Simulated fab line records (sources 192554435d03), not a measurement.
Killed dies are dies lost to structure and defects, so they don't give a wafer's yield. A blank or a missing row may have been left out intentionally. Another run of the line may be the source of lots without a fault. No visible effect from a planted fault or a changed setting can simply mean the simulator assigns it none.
Matching of chambers | flow n5Finfet | cvdCo-02 running N5_BEOL_M3_PRE_CLEAN_60: 3 sister chambers
The step time 15 s. 6 wafers are shown with their chamber, then 12 later ones without.

## WAFERS WITH THEIR CHAMBER
wafer  | chamber | heaterPowerW (W) | rfFwdPowerW (W)
L088.3 | 0       | 84               | 298.4
L090.1 | 0       | 86               | 299.2
L090.4 | 1       | 75               | 297.7
L091.1 | 2       | 90               | 294.5
L091.2 | 1       | 77               | 297.2
L091.6 | 2       | 88               | 294.4

## WAFERS WHOSE CHAMBER IS MISSING
wafer  | heaterPowerW (W) | rfFwdPowerW (W)
L093.2 | 78               | 297.3
L093.5 | 92               | 295.5
L093.6 | 74               | 296.7
L095.1 | 75               | 297.3
L095.2 | 89               | 296.5
L095.6 | 85               | 297.8
L096.1 | 91               | 293.4
L096.2 | 84               | 297.1
L096.5 | 90               | 293.9
L097.1 | 77               | 298.6
L097.2 | 86               | 297.6
L097.5 | 89               | 294.4

## CHAMBER TAKEN BY EACH
wafer  | from the rows above     | in truth
L093.2 | 1                       | 1
L093.5 | 2                       | 2
L093.6 | 1                       | 1
L095.1 | 1                       | 1
L095.2 | can't be placed: 2 or 0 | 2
L095.6 | 0                       | 0
L096.1 | 2                       | 2
L096.2 | can't be placed: 0 or 1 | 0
L096.5 | 2                       | 2
L097.1 | 1                       | 1
L097.2 | 0                       | 0
L097.5 | 2                       | 2
Correctly placed: 10 of 12. Cannot be placed on the basis of these rows: 2; the candidates contain the true chamber in 2. Placed wrongly: 0.
How it was worked out, from the rows above alone: a wafer's distance from a chamber is the root of the sum, over the readings, of the square of ((its reading less the chamber's mean) divided by the reading's scatter). If the next closest chamber is less than 2 further off than the closest, the wafer can't be placed; otherwise it belongs to the closest. A chamber's mean is the mean of its shown wafers. How the scatter is found: for the shown wafers, subtract from each reading the mean of its chamber, square and add these, divide the total by (wafers less chambers), then take the root.
